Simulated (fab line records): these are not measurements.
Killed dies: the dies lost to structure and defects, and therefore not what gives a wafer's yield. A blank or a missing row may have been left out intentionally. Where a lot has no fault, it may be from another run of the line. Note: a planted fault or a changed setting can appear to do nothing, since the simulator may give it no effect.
fab line records | flow nand_harc
[record] lots = 6 | wafers = 18 | last_day = 33
route steps=1302 shown THIN_TSV@1282 END@1302
lots with no fault: from the same line, run without faults
start_h: the number of hours between the record's first day and the start of the first shown wafer of the lot | wait_h: how many hours have passed since the lot's step before this one | " unchanged from the row above | L1.1+2: a single row standing in for several wafers | - no value, or no start was given | * or withheld: withheld | < > ~ a bound
route shown NAME@n: names a module that has steps shown in the file, with the first one's number in the route | usual: mean/standard deviation of fault-free wafers | same: alike in all rows | chamber/n: place in a boat | sites: readings site by site | _std_site: standard deviation across them | _edge_site: outer sites' mean less inner sites' | radius_mm: for every site, how far away it sits from the centre of the wafer | mask NAME#n: copy n | behind: the most recent tool/chamber to have shaped the wafer | hold: why the lot was held/for how many hours/how that ended | device: which transistor (n, p or np) failed to switch | end of line: at the end of the route, the tests of the same wafers | for a step that has no rows: nothing shown but its recipe | killed: count of dies lost to structure and defects at first sort (not the wafer's yield) | map: a wafer's dies, x killed, . not, _ none there
set.NAME: the run value of the setting; set.NAME@STEP: its run value at that earlier step | model.NAME: the simulator's own value behind a step, which no gauge read
lots at some steps of the route; a table a step, a row a wafer
services: when a tool's chamber went out of use (start_h, in hours from the record's first day, below 0 if earlier), for how many hours, and the reason
[[steps]]
[step NHARC_THIN_TSV_PVD_24]
[recipe] target_thk_a = 8000 | power_w = withheld | chamber_pressure_pa = withheld | substrate_temp_c = withheld | time_s = withheld | gas = Ar | material = Al
[step NHARC_THIN_TSV_DEHYDRATE_25]
[recipe] temp_c = 150 | time_s = 120
[step NHARC_THIN_TSV_HMDS_26]
[recipe] time_s = 30
[step NHARC_THIN_TSV_COAT_27]
[recipe] spin_rpm = *
[step NHARC_THIN_TSV_SOFTBAKE_28]
[recipe] temp_c = 122 | time_s = 95
[step NHARC_THIN_TSV_EBR_29]
[step NHARC_THIN_TSV_EXPOSE_30]
[recipe] na = 0.55 | dose_mj = 11.47 | mask_id = PAD
[step NHARC_THIN_TSV_PEB_31]
[recipe] peb_temp_c = 118 | peb_time_s = 85
[step NHARC_THIN_TSV_DEVELOP_32]
[recipe] time_s = 70
[step NHARC_THIN_TSV_CD_MEAS_33]
[recipe] target_cd_nm = 5000 | landing_energy_ev = 500
[usual] cd_nm = 5001.5/2
lot.wafer | tool      | chamber | start_h | wait_h | cd_nm
L601.4    | cd_sem-01 | 0       | 627.60  | -      | 5004.0
L601.5    | "         | 0       | "       | "      | 5003.0
L601.6    | "         | 0       | "       | "      | 5000.8
L602.1    | cd_sem-02 | 0       | 632.38  | -      | 5000.3
L602.4    | "         | 0       | "       | "      | 4997.9
L602.5    | "         | 0       | "       | "      | 5002.4
L604.4    | cd_sem-01 | 0       | 650.94  | -      | 5002.6
L604.5    | "         | 0       | "       | "      | 5004.1
L604.6    | "         | 0       | "       | "      | 5002.1
L607.1    | cd_sem-03 | 0       | 680.63  | -      | 5000.0
L607.4    | "         | 0       | "       | "      | 4998.5
L607.6    | "         | 0       | "       | "      | 4998.8
L614.2    | cd_sem-01 | 0       | 761.70  | -      | 5004.1
L614.3    | "         | 0       | "       | "      | 5003.3
L614.5    | "         | 0       | "       | "      | 5001.6
L617.3    | cd_sem-01 | 0       | 774.73  | -      | 5001.7
L617.4    | "         | 0       | "       | "      | 5003.4
L617.5    | "         | 0       | "       | "      | 5000.4
[step NHARC_THIN_TSV_HARDBAKE_34]
[recipe] temp_c = 125 | time_s = 80
[step NHARC_THIN_TSV_DESCUM_35]
[recipe] time_s = 3 | o2_flow_sccm = 200 | ar_flow_sccm = 0 | bias_power_w = 0 | chemistry = O2
[usual] drypump_motor_current_A = 5.5/0.37 | mfc_ar_sccm = 0.009/0.013 | o2_flow_sccm = 200.1/0.61 | oes_product_au = 0.997/0.01 | rf_vpp_V = 57.7/0.85 | showerhead_plenum_p_Torr = 1.90/0.081 | throttle_valve_pct = 11.311/0.01
lot.wafer | tool        | chamber | start_h | wait_h | drypump_motor_current_A | mfc_ar_sccm | o2_flow_sccm | oes_product_au | rf_hours_counter_h | rf_vpp_V | showerhead_plenum_p_Torr | throttle_valve_pct
L601.4    | rie_diel-01 | 1       | 627.76  | -      | 5.6                     | 0.006       | 200.3        | 1.016          | 3                  | 57.1     | 1.91                     | 11.303
L601.6    | "           | 0       | "       | "      | 5.0                     | 0           | 200.5        | 0.999          | -                  | 58.7     | 1.97                     | 11.323
L601.5    | "           | 1       | "       | "      | 5.6                     | 0.006       | 200.0        | 1.011          | -                  | 58.4     | 1.91                     | 11.299
L602.1    | rie_diel-05 | 3       | 632.57  | -      | 5.5                     | 0           | 200.0        | 0.993          | 3                  | 58.2     | 2.00                     | 11.327
L602.5    | "           | 0       | "       | "      | 5.9                     | 0.005       | 198.8        | 0.999          | -                  | 57.0     | 1.89                     | 11.316
L602.4    | "           | 3       | "       | "      | 5.5                     | 0           | 200.5        | 0.999          | -                  | 56.0     | 2.00                     | 11.334
L604.4    | rie_diel-04 | 2       | 651.13  | -      | 5.8                     | 0.008       | 200.7        | 1.014          | 5                  | 56.1     | 1.78                     | 11.288
L604.5    | "           | 3       | "       | "      | 5.2                     | 0           | 199.2        | 0.995          | -                  | 58.9     | 2.06                     | 11.311
L604.6    | "           | 0       | "       | "      | 5.2                     | 0           | 200.3        | 1.002          | -                  | 58.6     | 1.94                     | 11.304
L607.4    | rie_diel-05 | 2       | 680.79  | -      | 5.0                     | 0.042       | 200.1        | 0.981          | 5                  | 58.3     | 1.88                     | 11.322
L607.1    | "           | 1       | "       | "      | 5.2                     | 0           | 200.5        | 0.984          | 7                  | 57.2     | 1.78                     | 11.317
L607.6    | "           | 2       | "       | "      | 5.0                     | 0.042       | 199.8        | 0.977          | -                  | 56.2     | 1.88                     | 11.320
L614.2    | rie_diel-01 | 0       | 761.86  | -      | 5.0                     | 0           | 199.9        | 0.998          | 1                  | 58.6     | 1.97                     | 11.296
L614.3    | "           | 2       | "       | "      | 6.2                     | 0.011       | 200.1        | 1.010          | 2                  | 56.3     | 1.96                     | 11.330
L614.5    | "           | 1       | "       | "      | 5.6                     | 0.006       | 199.8        | 0.986          | -                  | 57.7     | 1.91                     | 11.312
L617.4    | rie_diel-05 | 3       | 774.88  | -      | 5.4                     | 0           | 200.2        | 1.000          | 1                  | 58.2     | 1.99                     | 11.292
L617.3    | "           | 2       | "       | "      | 5.0                     | 0.042       | 200.2        | 1.017          | 1                  | 56.1     | 1.88                     | 11.316
L617.5    | "           | 3       | "       | "      | 5.4                     | 0           | 199.3        | 1.006          | -                  | 57.7     | 1.99                     | 11.313
[step NHARC_THIN_TSV_ETCH_59]
[recipe] target_depth_a = 8800 | icp_w = 900 | bias_w = 100 | Cl2_flow_sccm = 60 | bcl3_flow_sccm = 30 | time_s = 138.1 | chemistry = Cl2/BCl3
[usual] drypump_motor_current_A = 5.71/0.19 | oes_product_au = 1.000/0.0096 | rf_fwd_power_W = 895/3.1 | throttle_valve_pct = 22.265/0.0088
lot.wafer | tool         | chamber | start_h | wait_h | drypump_motor_current_A | oes_product_au | rf_fwd_power_W | rf_hours_counter_h | throttle_valve_pct
L601.4    | rie_metal-01 | 0       | 627.95  | 0.2    | 5.65                    | 1.000          | 896            | -                  | 22.272
L601.5    | "            | 0       | "       | "      | 5.65                    | 0.993          | 899            | -                  | 22.265
L601.6    | "            | 1       | "       | "      | 5.52                    | 1.009          | 891            | -                  | 22.270
L602.1    | rie_metal-03 | 1       | 632.69  | 0.1    | 5.72                    | 0.979          | 894            | 2.0                | 22.273
L602.4    | "            | 0       | "       | "      | 5.92                    | 1.000          | 894            | -                  | 22.275
L602.5    | "            | 1       | "       | "      | 5.74                    | 0.995          | 892            | -                  | 22.259
L604.4    | rie_metal-03 | 0       | 651.33  | 0.2    | 5.94                    | 1.001          | 900            | -                  | 22.261
L604.6    | "            | 1       | "       | "      | 5.75                    | 1.010          | 895            | -                  | 22.273
L604.5    | "            | 0       | "       | "      | 5.93                    | 0.928          | 900            | -                  | 22.254
L607.1    | rie_metal-03 | 1       | 680.96  | 0.1    | 5.73                    | 0.915          | 893            | 2.7                | 22.255
L607.4    | "            | 0       | "       | "      | 5.93                    | 0.997          | 895            | -                  | 22.272
L607.6    | "            | 1       | "       | "      | 5.74                    | 0.993          | 894            | -                  | 22.260
L614.2    | rie_metal-03 | 0       | 762.03  | 0.2    | 5.93                    | 1.001          | 901            | 0.7                | 22.274
L614.3    | "            | 1       | "       | "      | 5.75                    | 0.995          | 898            | -                  | 22.273
L614.5    | "            | 0       | "       | "      | 5.92                    | 1.001          | 899            | -                  | 22.266
L617.4    | rie_metal-02 | 0       | 775.08  | 0.2    | 5.37                    | 1.014          | 890            | -                  | 22.269
L617.3    | "            | 1       | "       | "      | 5.93                    | 1.008          | 890            | -                  | 22.240
L617.5    | "            | 1       | "       | "      | 5.93                    | 1.015          | 894            | -                  | 22.275
[step NHARC_THIN_TSV_ETCH_36]
[recipe] target_depth_a = 650 | over_etch_frac = 0.3 | time_s = 18.571 | ion_energy_ev = 150 | chemistry = Cl2/BCl3
[usual] drypump_motor_current_A = 5.70/0.19 | oes_product_au = 1.000/0.01
lot.wafer | tool         | chamber | start_h | wait_h | drypump_motor_current_A | oes_product_au | rf_hours_counter_h
L601.4    | rie_metal-01 | 0       | 628.15  | 0.2    | 5.66                    | 0.994          | -
L601.5    | "            | 0       | "       | "      | 5.69                    | 0.991          | -
L601.6    | "            | 1       | "       | "      | 5.53                    | 1.021          | -
L602.1    | rie_metal-03 | 0       | 632.95  | 0.2    | 5.91                    | 1.000          | 2.2
L602.4    | "            | 1       | "       | "      | 5.75                    | 1.002          | -
L602.5    | "            | 1       | "       | "      | 5.76                    | 0.989          | -
L604.4    | rie_metal-03 | 0       | 651.49  | 0.1    | 5.93                    | 0.998          | -
L604.5    | "            | 0       | "       | "      | 5.93                    | 1.004          | -
L604.6    | "            | 1       | "       | "      | 5.73                    | 0.998          | -
L607.1    | rie_metal-03 | 1       | 681.18  | 0.2    | 5.75                    | 1.002          | 2.8
L607.4    | "            | 1       | "       | "      | 5.73                    | 0.988          | -
L607.6    | "            | 0       | "       | "      | 5.92                    | 1.011          | -
L614.2    | rie_metal-03 | 0       | 762.25  | 0.2    | 5.92                    | 1.001          | 0.9
L614.3    | "            | 1       | "       | "      | 5.77                    | 0.992          | -
L614.5    | "            | 1       | "       | "      | 5.74                    | 0.999          | -
L617.4    | rie_metal-02 | 1       | 775.29  | 0.2    | 5.87                    | 1.017          | -
L617.3    | "            | 0       | "       | "      | 5.36                    | 1.011          | -
L617.5    | "            | 0       | "       | "      | 5.35                    | 1.001          | -
[step NHARC_END_SORT_01]
[recipe] temp_c = 25
[usual] defect_limited_yield = 92.5/2.5 | killed_at_array = 46/16 | killed_at_other = 0.9/1.3 | killed_at_periphery = 4.1/3 | killed_dies = 51/17 | killed_open = 3.5/1.8 | killed_short = 2.5/1.8 | sort_bin_2_pct = 2.6/1.1 | sort_bin_3_pct = 0.6/0.37 | sort_bin_4_pct = 4.4/1.4 | sort_n_pass = 626/17 | sort_rim_yield_pct = 88/4.6 | sort_yield_pct = 92.5/2.5
[same] gross_dies = 677 | sort_bin_5_pct[%] = 0 | sort_bin_6_pct[%] = 0 | sort_bin_7_pct[%] = 0 | sort_bin_8_pct[%] = 0 | sort_rim_n_gross = 106.00
lot.wafer | tool      | chamber | start_h | wait_h | defect_limited_yield[%] | killed_at_array | killed_at_other | killed_at_periphery | killed_dies | killed_open | killed_short | sort_bin_2_pct[%] | sort_bin_3_pct[%] | sort_bin_4_pct[%] | sort_n_pass | sort_rim_yield_pct[%] | sort_yield_pct[%]
L602.1    | prober-02 | 0       | 642.39  | 2.5    | 92.2                    | 49              | 1               | 3                   | 53          | 5           | 2            | 2.5               | 0.7               | 4.6               | 624         | 91                    | 92.2
L602.4    | prober-02 | 0       | 644.82  | 3.4    | 94.7                    | 35              | 0               | 1                   | 36          | 3           | 1            | 2.1               | 0.3               | 3.0               | 641         | 91                    | 94.7
L602.5    | prober-02 | 0       | 645.63  | 3.7    | 92.9                    | 45              | 1               | 2                   | 48          | 5           | 5            | 2.7               | 1.0               | 3.4               | 629         | 93                    | 92.9
L607.1    | prober-01 | 0       | 689.88  | 2.5    | 6.1                     | 39              | 587             | 10                  | 636         | 2           | 2            | 2.1               | 87.6              | 4.3               | 41          | 5                     | 6.1
L607.4    | prober-01 | 0       | 692.27  | 3.4    | 93.9                    | 32              | 2               | 7                   | 41          | 4           | 1            | 2.5               | 0.3               | 3.2               | 636         | 91                    | 93.9
L607.6    | prober-01 | 0       | 693.86  | 4.0    | 93.5                    | 34              | 2               | 8                   | 44          | 8           | 4            | 2.8               | 0.6               | 3.1               | 633         | 85                    | 93.5
// killed by level:class
L602.1 A_CHANNEL_HOLE_D2:chamber_film_flake=32 A_CHANNEL_HOLE_D1:chamber_film_flake=4 A_DECK1_JOINT:chamber_film_flake=3 A_M0:geometric_particle:open=2 A_SLIT:chamber_film_flake=2 A_WL_FILL:chamber_film_flake=2 P_CONTACT:geometric_particle:open=1 P_M2:geometric_particle:open=1
L602.4 A_CHANNEL_HOLE_D2:chamber_film_flake=22 A_CHANNEL_HOLE_D1:chamber_film_flake=3 A_DECK1_JOINT:chamber_film_flake=2 A_ONON_D1:geometric_particle:open=1 A_CHANNEL_FILL_D1:geometric_particle:short=1 A_CHANNEL_FILL_D2:geometric_particle:open=1 A_BLC:geometric_particle:open=1 P_M2:chamber_film_flake=1
L602.5 A_CHANNEL_HOLE_D2:chamber_film_flake=28 A_CHANNEL_HOLE_D1:chamber_film_flake=3 P_CONTACT:geometric_particle:open=2 A_M0:geometric_particle:short=2 A_M1:geometric_particle:open=2 A_STAIRCASE:chamber_film_flake=2 A_WL_FILL:chamber_film_flake=2 A_CHANNEL_FILL_D1:geometric_particle:short=1
L607.1 THIN_TSV:area_etch=587 A_CHANNEL_HOLE_D2:chamber_film_flake=16 A_CHANNEL_HOLE_D1:chamber_film_flake=8 P_GATE:chamber_film_flake=4 P_M1:chamber_film_flake=4 A_M1:chamber_film_flake=4 A_WL_FILL:chamber_film_flake=3 A_SLIT:chamber_film_flake=2
L607.4 A_CHANNEL_HOLE_D2:chamber_film_flake=12 P_M1:chamber_film_flake=4 A_CHANNEL_HOLE_D1:chamber_film_flake=4 A_M1:chamber_film_flake=4 A_STAIRCASE:chamber_film_flake=2 A_WL_FILL:chamber_film_flake=2 A_CONTACT:chamber_film_flake=2 HYBRID_BOND:chamber_film_flake=2
L607.6 A_CHANNEL_HOLE_D2:chamber_film_flake=15 A_CHANNEL_HOLE_D1:chamber_film_flake=8 P_M0:geometric_particle:open=4 P_M1:chamber_film_flake=2 A_SLIT:chamber_film_flake=2 A_WL_FILL:chamber_film_flake=2 A_M1:chamber_film_flake=2 P_M0:geometric_particle:short=1
[[services]]
tool         | chamber | start_h | hours | kind
rie_metal-01 | -       | 614.14  | 1.5   | repair
rie_diel-05  | 0       | 617.14  | -     | clean
rie_diel-05  | 1       | 617.14  | -     | clean
rie_diel-05  | 2       | 618.01  | 15.0  | repair
rie_diel-01  | -       | 624.19  | 2.0   | repair
rie_metal-02 | -       | 631.05  | 9.0   | pm
rie_metal-03 | 1       | 651.68  | 20.5  | repair
rie_diel-01  | 3       | 662.38  | 4.5   | repair
rie_diel-04  | 2       | 662.81  | 4.8   | repair
rie_metal-03 | 0       | 663.19  | 2.0   | repair
rie_diel-01  | 2       | 666.84  | 1.5   | repair
rie_diel-05  | 2       | 682.03  | 5.5   | repair
rie_diel-04  | 1       | 685.19  | 16.3  | repair
rie_metal-03 | -       | 696.10  | 9.0   | pm
rie_metal-03 | 0       | 696.10  | 9.0   | vent_cycle
rie_metal-03 | 1       | 696.10  | 9.0   | vent_cycle
rie_diel-04  | 2       | 700.18  | 2.8   | repair
rie_metal-03 | 0       | 705.10  | -     | clean
rie_metal-03 | 1       | 705.10  | -     | clean
rie_diel-04  | -       | 708.90  | 9.0   | pm
rie_diel-01  | -       | 734.80  | 9.0   | pm
rie_metal-01 | -       | 754.57  | 0.9   | repair
rie_metal-01 | -       | 756.67  | 9.0   | pm
rie_diel-05  | -       | 760.64  | 9.0   | pm
[[key]]
[first_sign] step = NHARC_THIN_TSV_ETCH_59 | reading = oes_product_au | direction = down | sigmas = 8.1 | usual = 1.000 | struck = 0.922
[effect] step = NHARC_END_SORT_01 | reading = sort_bin_3_pct | direction = up | sigmas = 99+ | usual = 0.6 | struck = 87.6
[more_kills_born_at] NHARC_THIN_TSV_ETCH_59@rie_metal-03 = 587
met_at NHARC_THIN_TSV_ETCH_59
struck_wafers L604.5,L607.1
later_rows_left_out L604.5,L607.1
sort_left_out L604.5
onset_between 632.69 651.33
[fault] kind = process_parameter_drift | tool = rie_metal-03 | chamber = - | onset_h = 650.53 | steps = NHARC_THIN_TSV_ETCH_59 | channel = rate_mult | offset = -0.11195 | shape = step | end_h = 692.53 | scope = struck_wafers_only
// sort_left_out: the simulated sort isn't trusted on such a fault, so these wafers' sort isn't shown, and their yield isn't known
// later_rows_left_out: the simulator's readings of these wafers behind a module that went badly wrong aren't trusted and aren't shown, but for the sort
